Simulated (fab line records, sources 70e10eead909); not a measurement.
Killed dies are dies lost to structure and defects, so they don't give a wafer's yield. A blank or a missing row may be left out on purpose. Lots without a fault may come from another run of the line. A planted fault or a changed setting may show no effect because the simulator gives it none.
fab line records | flow nand_harc
record lots=13 wafers=39 last_day=24
route steps=1159 shown P_GATE@155
lots that met no fault: from a run of the same line without faults
start_h: hours from the record's first day to the start of the lot's first wafer shown | wait_h: hours since the lot's step before | " the same as in the row above | L1.1+2: a row that stands for several wafers | - no value, or no start given | * or withheld: withheld | < > ~ a bound
route shown NAME@n: a module of which the file shows steps, and the number in the route of the first | usual: mean/standard deviation of fault-free wafers | same: alike in all rows | chamber/n: place in a boat | sites: the reading at each site | _std_site: their standard deviation | _edge_site: outer sites' mean less inner sites' | radius_mm: how far each site lies from the wafer's centre | mask NAME#n: copy n | behind: the tool/chamber that last shaped the wafer | hold: why the lot was held/for how many hours/how that ended | device: the transistor (n, p or np) that didn't switch | end of line: the same wafers' tests at the end of the route | a step without rows: its recipe alone | killed: dies lost to structure and defects at the first sort, not the wafer's yield | map: a wafer's dies, x killed, . not, _ none there
set.NAME: the setting as run; set.NAME@STEP: as run at that earlier step | model.NAME: the simulator's own value behind a step, which no gauge read
steps of the route over a sample of lots; a table a step, a row a wafer
services: from which hour (start_h, from the record's first day; less than 0 if before it) a tool's chamber was out of use, for how many hours, and why
## steps
# step NHARC_P_GATE_ALD_36
# recipe target_thk_a=200 pulse_time_s=60 ald_cycles=223 temp_c=400 material=SiNx
# usual heater_power_w=874/85 precursor_pulse_height_rel=1.000/0.019
# columns lot.wafer tool chamber start_h wait_h heater_power_w precursor_pulse_height_rel
L644.1 ald_sin-04 3 87.84 - 791 0.978
L644.3 " 1 89.97 - 782 0.971
L644.5 " 2 91.03 - 844 1.031
L645.4 ald_sin-02 0 96.01 - 883 0.989
L645.1 " 2 98.15 - 801 1.032
L645.6 " 1 101.36 - 1028 0.971
L646.2 ald_sin-03 3 100.37 - 800 1.028
L646.5 " 3 104.55 - 794 1.000
L646.6 " 0 105.60 - 902 1.009
L648.2 ald_sin-02 0 113.53 - 892 1.003
L648.3 " 3 116.69 - 984 0.992
L648.6 " 1 118.80 - 1047 1.010
L651.4 ald_sin-02 3 131.88 - 983 1.022
L651.3 " 0 132.92 - 874 1.020
L651.2 " 1 133.95 - 1043 0.987
L652.2 ald_sin-04 3 137.87 - 783 1.002
L652.3 " 1 139.98 - 799 1.014
L652.5 " 3 142.09 - 759 1.004
L655.3 ald_sin-02 3 166.35 - 962 1.023
L655.4 " 0 167.42 - 883 0.994
L655.1 " 1 168.49 - 1020 0.992
L654.3 ald_sin-04 0 168.42 - 927 0.975
L654.2 " 1 169.47 - 775 1.004
L654.5 " 0 172.64 - 938 0.979
L657.2 ald_sin-04 3 173.70 - 792 0.973
L657.1 " 2 176.82 - 836 1.004
L657.6 " 0 178.90 - 931 0.962
L659.2 ald_sin-03 0 182.87 - 978 0.975
L659.5 " 3 186.04 - 813 0.984
L659.6 " 0 187.10 - 968 1.041
L661.4 ald_sin-03 1 193.06 - 871 1.003
L661.3 " 2 194.10 - 755 1.020
L661.1 " 3 195.14 - 837 0.999
L667.3 ald_sin-03 0 223.78 - 980 0.999
L667.2 " 2 225.92 - 764 0.975
L667.6 " 0 228.06 - 992 1.002
L666.4 ald_sin-04 2 225.57 - 827 0.987
L666.1 " 3 226.63 - 789 1.024
L666.3 " 0 227.70 - 939 1.006
# step NHARC_P_GATE_ETCHBACK_37
# recipe target_depth_a=345 time_s=17.2 chf3_flow_sccm=50 o2_flow_sccm=10 ar_flow_sccm=200 rf_w=500 bias_w=200 chemistry=CHF3/O2
# usual bias_w=200.0/0.57 chf3_flow_sccm=50.02/0.14 drypump_motor_current_A=5.7/0.34 oes_product_au=0.96/0.038 rf_vpp_V=372.4/2 showerhead_plenum_p_Torr=2.49/0.088 throttle_valve_pct=20.573/0.0087
# columns lot.wafer tool chamber start_h wait_h bias_w chf3_flow_sccm drypump_motor_current_A oes_product_au rf_hours_counter_h rf_vpp_V showerhead_plenum_p_Torr throttle_valve_pct
L644.1 rie_diel-05 2 - - 199.5 49.99 6.4 0.93 17 368.0 2.30 20.572
L644.3 " 0 " " 200.0 50.02 5.4 0.93 17 373.5 2.47 20.588
L644.5 " 2 " " 199.3 50.18 6.4 0.94 - 369.1 2.30 20.559
L645.4 rie_diel-05 0 - - 199.3 50.01 5.4 1.00 18 372.8 2.47 20.572
L645.1 " 3 " " 200.6 50.14 5.4 1.02 18 369.4 2.40 20.581
L645.6 " 1 " " 199.5 49.91 5.2 1.00 - 373.5 2.47 20.579
L646.2 rie_diel-05 0 - - 200.5 49.96 5.4 0.92 20 371.2 2.47 20.572
L646.6 " 0 " " 200.2 50.09 5.4 0.93 - 372.2 2.47 20.583
L646.5 " 1 " " 199.4 50.10 5.2 0.92 - 371.6 2.47 20.566
L648.3 rie_diel-13 1 - - 199.0 49.84 5.6 0.99 7 374.4 2.54 20.565
L648.2 " 2 " " 199.6 50.09 6.0 1.01 6 375.2 2.55 20.575
L648.6 " 0 " " 200.6 49.86 5.6 0.99 - 375.0 2.59 20.574
L651.3 rie_diel-13 3 - - 199.0 50.16 5.6 0.95 9 374.2 2.55 20.577
L651.2 " 0 " " 200.4 49.87 5.6 0.91 11 374.7 2.59 20.577
L651.4 " 1 " " 200.7 49.87 5.6 0.91 13 372.0 2.54 20.579
L652.2 rie_diel-13 0 - - 200.5 49.97 5.6 0.92 13 374.5 2.59 20.575
L652.3 " 2 " " 200.8 50.00 6.0 0.92 13 373.2 2.55 20.576
L652.5 " 3 " " 200.3 49.85 5.6 0.93 - 374.5 2.55 20.562
L655.1 rie_diel-13 2 - - 200.7 50.03 6.0 1.01 24 373.7 2.54 20.576
L655.4 " 3 " " 199.9 49.94 5.6 1.02 23 373.6 2.54 20.573
L655.3 " 1 " " 198.9 50.02 5.6 0.97 25 374.2 2.54 20.586
L654.2 rie_diel-13 2 - - 199.4 50.25 6.0 0.93 24 373.3 2.54 20.581
L654.3 " 3 " " 200.6 50.10 5.6 0.93 23 373.5 2.54 20.573
L654.5 " 0 " " 200.1 50.08 5.6 0.91 - 374.6 2.59 20.570
L657.2 rie_diel-05 3 - - 200.0 50.29 5.4 1.01 2 371.0 2.39 20.572
L657.1 " 0 " " 199.5 50.17 5.4 0.97 3 372.6 2.46 20.547
L657.6 " 2 " " 199.9 50.07 6.4 1.01 - 368.6 2.30 20.578
L659.2 rie_diel-13 2 - - 200.1 50.10 6.0 1.00 30 372.6 2.54 20.583
L659.5 " 3 " " 199.5 50.04 5.6 1.01 - 373.7 2.54 20.575
L659.6 " 0 " " 199.9 50.18 5.7 0.98 - 373.9 2.59 20.567
L661.1 rie_diel-07 2 - - 201.2 50.30 5.9 1.01 47 371.3 2.42 20.564
L661.3 " 0 " " 198.9 49.90 6.3 0.99 55 370.0 2.38 20.569
L661.4 " 1 " " 200.5 50.13 6.1 0.98 55 371.2 2.42 20.560
L667.3 rie_diel-05 3 - - 198.8 49.71 5.4 0.92 10 370.4 2.39 20.577
L667.2 " 2 " " 200.3 50.19 6.4 0.94 12 368.4 2.29 20.567
L667.6 " 0 " " 199.7 49.73 5.4 0.92 - 371.2 2.46 20.575
L666.3 rie_diel-05 2 - - 200.3 50.15 6.4 0.94 12 368.8 2.29 20.568
L666.1 " 0 " " 200.5 50.23 5.4 0.89 12 372.6 2.46 20.573
L666.4 " 0 " " 199.9 50.22 5.4 0.90 - 373.2 2.46 20.587
# step NHARC_P_GATE_EXPOSE_56
# recipe na=0.6 target_cd_nm=720 dose_mj=14.81 mask_id=P_PSD
# columns lot.wafer tool chamber start_h wait_h mask
L644.1+3+5 krf_scanner-01 0 98.96 - P_PSD#0
L645.1+4+6 krf_scanner-03 0 108.91 - P_PSD#0
L646.2+5+6 krf_scanner-03 0 112.47 - P_PSD#0
L648.2+3+6 krf_scanner-01 0 125.57 - P_PSD#0
L651.2+3+4 krf_scanner-01 0 143.92 - P_PSD#0
L652.2+3+5 krf_scanner-01 0 149.81 - P_PSD#0
L655.1+3+4 krf_scanner-02 0 178.45 - P_PSD#0
L654.2+3+5 krf_scanner-03 0 179.64 - P_PSD#0
L657.1+2+6 krf_scanner-01 0 185.50 - P_NSD#0
L659.2+5+6 krf_scanner-01 0 193.79 - P_PSD#0
L661.1+3+4 krf_scanner-01 0 205.15 - P_PSD#0
L667.2+3+6 krf_scanner-02 0 235.94 - P_PSD#0
L666.1+3+4 krf_scanner-01 0 236.71 - P_PSD#0
# step NHARC_P_GATE_CD_MEAS_59
# recipe target_cd_nm=720 landing_energy_ev=500
# usual cd_nm=719.7/2.4
# columns lot.wafer tool chamber start_h wait_h cd_nm
L644.1 cd_sem-02 0 99.12 - 720.0
L644.3 " 0 " " 718.1
L644.5 " 0 " " 718.8
L645.1 cd_sem-03 0 109.07 - 721.8
L645.4 " 0 " " 719.2
L645.6 " 0 " " 722.7
L646.2 cd_sem-01 0 112.62 - 721.5
L646.5 " 0 " " 718.9
L646.6 " 0 " " 721.1
L648.2 cd_sem-02 0 125.72 - 721.4
L648.3 " 0 " " 722.8
L648.6 " 0 " " 719.4
L651.2 cd_sem-01 0 144.09 - 720.8
L651.3 " 0 " " 718.9
L651.4 " 0 " " 720.1
L652.2 cd_sem-03 0 149.96 - 713.4
L652.3 " 0 " " 718.2
L652.5 " 0 " " 715.7
L655.1 cd_sem-03 0 178.61 - 717.8
L655.3 " 0 " " 721.5
L655.4 " 0 " " 720.1
L654.2 cd_sem-03 0 179.79 - 720.5
L654.3 " 0 " " 719.5
L654.5 " 0 " " 719.2
L657.1 cd_sem-01 0 185.66 - -
L657.2 " 0 " " -
L657.6 " 0 " " -
L659.2 cd_sem-01 0 193.94 - 722.4
L659.5 " 0 " " 718.8
L659.6 " 0 " " 719.6
L661.1 cd_sem-02 0 205.32 - 716.6
L661.3 " 0 " " 717.3
L661.4 " 0 " " 719.4
L667.2 cd_sem-02 0 236.10 - 724.1
L667.3 " 0 " " 723.3
L667.6 " 0 " " 719.3
L666.1 cd_sem-03 0 236.87 - 718.5
L666.3 " 0 " " 718.3
L666.4 " 0 " " 716.5
# step NHARC_P_GATE_STRIP_112
# recipe power_w=1500 temp_c=110 time_s=200 chemistry=N2/H2
# usual drypump_motor_current_A=5.67/0.23 heater_power_w=85/7.5
# columns lot.wafer tool chamber start_h wait_h drypump_motor_current_A heater_power_w rf_hours_counter_h
L644.1 plasma_asher-02 1 99.87 0.4 5.26 81 22
L644.3 " 1 " " 5.28 80 -
L644.5 " 1 " " 5.28 79 -
L645.1 plasma_asher-02 0 109.60 0.2 5.79 98 29
L645.4 " 1 " " 5.28 80 -
L645.6 " 1 " " 5.29 80 -
L646.2 plasma_asher-02 0 113.16 0.2 5.77 96 30
L646.6 " 0 " " 5.78 100 -
L646.5 " 1 " " 5.33 80 -
L648.2 plasma_asher-01 1 126.29 0.2 5.91 87 6
L648.3 " 1 " " 5.92 87 -
L648.6 " 1 " " 5.92 84 -
L651.2 plasma_asher-02 1 144.71 0.2 5.23 80 38
L651.3 " 1 " " 5.27 80 -
L651.4 " 0 " " 5.79 97 -
L652.2 plasma_asher-02 1 150.50 0.2 5.31 81 41
L652.3 " 0 " " 5.79 100 -
L652.5 " 1 " " 5.29 80 -
L655.1 plasma_asher-02 0 179.14 0.2 5.78 97 50
L655.4 " 0 " " 5.74 95 -
L655.3 " 1 " " 5.27 80 -
L654.2 plasma_asher-02 1 180.48 0.2 5.29 79 51
L654.3 " 0 " " 5.77 97 -
L654.5 " 1 " " 5.29 80 -
L657.2 plasma_asher-01 0 186.20 0.2 5.65 76 27
L657.1 " 1 " " 5.92 86 27
L657.6 " 0 " " 5.69 75 -
L659.2 plasma_asher-01 0 194.52 0.2 5.69 76 32
L659.5 " 1 " " 5.89 87 -
L659.6 " 0 " " 5.66 78 -
L661.1 plasma_asher-02 1 205.89 0.2 5.29 87 3
L661.3 " 0 " " 5.78 91 -
L661.4 " 1 " " 5.30 88 -
L667.2 plasma_asher-01 0 236.68 0.2 5.72 77 44
L667.3 " 0 " " 5.70 77 -
L667.6 " 1 " " 5.92 87 -
L666.1 plasma_asher-02 0 237.46 0.2 5.76 90 12
L666.3 " 1 " " 5.28 89 -
L666.4 " 0 " " 5.76 88 -
## services
# columns tool chamber start_h hours kind
plasma_asher-02 - 63.87 16.1 repair
ald_sin-04 - 65.09 2.3 repair
krf_scanner-01 - 79.67 1.3 repair
krf_scanner-01 - 84.00 4.0 pm
rie_diel-13 0 96.44 1.2 repair
plasma_asher-01 - 99.00 9.0 pm
rie_diel-13 - 99.19 9.0 pm
rie_diel-05 - 114.85 0.5 repair
rie_diel-05 3 126.77 6.1 repair
plasma_asher-02 - 137.88 0.8 repair
plasma_asher-01 - 149.32 1.7 repair
ald_sin-03 - 157.70 1.2 repair
rie_diel-05 - 163.79 9.0 pm
krf_scanner-03 - 168.00 4.0 pm
krf_scanner-02 - 179.75 0.8 repair
plasma_asher-02 - 183.20 9.0 pm
ald_sin-04 - 191.58 10.0 pm
rie_diel-05 - 195.55 0.5 repair
krf_scanner-03 - 201.15 5.5 repair
rie_diel-13 3 208.98 7.4 repair
krf_scanner-01 - 222.42 0.1 repair
ald_sin-02 - 228.00 10.0 pm
krf_scanner-01 - 230.36 1.1 repair
rie_diel-05 1 233.10 2.4 repair
## key
first_sign step=NHARC_P_GATE_EXPOSE_56 reading=mask direction=changed
effect step=NHARC_P_GATE_CD_MEAS_59 reading=cd_nm direction=missing
met_at NHARC_P_GATE_EXPOSE_56
struck_lots L657
later_rows_left_out L657.1,L657.2,L657.6
sort_left_out L657.1,L657.2,L657.6
tester_left_out L657
not_acting_at NHARC_P_GATE_ALD_36,NHARC_P_GATE_ETCHBACK_37,NHARC_P_GATE_STRIP_112
onset_between 149.81 185.50
fault kind=wrong_mask tool=any chamber=- onset_h=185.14 steps=NHARC_P_GATE_EXPOSE_56 aux_copy=P_NSD#0 scope=struck_lots_only
# tester_left_out: of these lots the tester's yield and bins aren't shown, on N5 and GAA mostly nor the transistor test; their killed dies are dies lost to structure and defects alone, not to doping, threshold or leakage, so they don't give the yield
# sort_left_out: the simulated sort isn't trusted on such a fault, so these wafers' sort isn't shown, and their yield isn't known
# later_rows_left_out: the simulator's readings of these wafers behind a module that went badly wrong aren't trusted and aren't shown, but for the sort
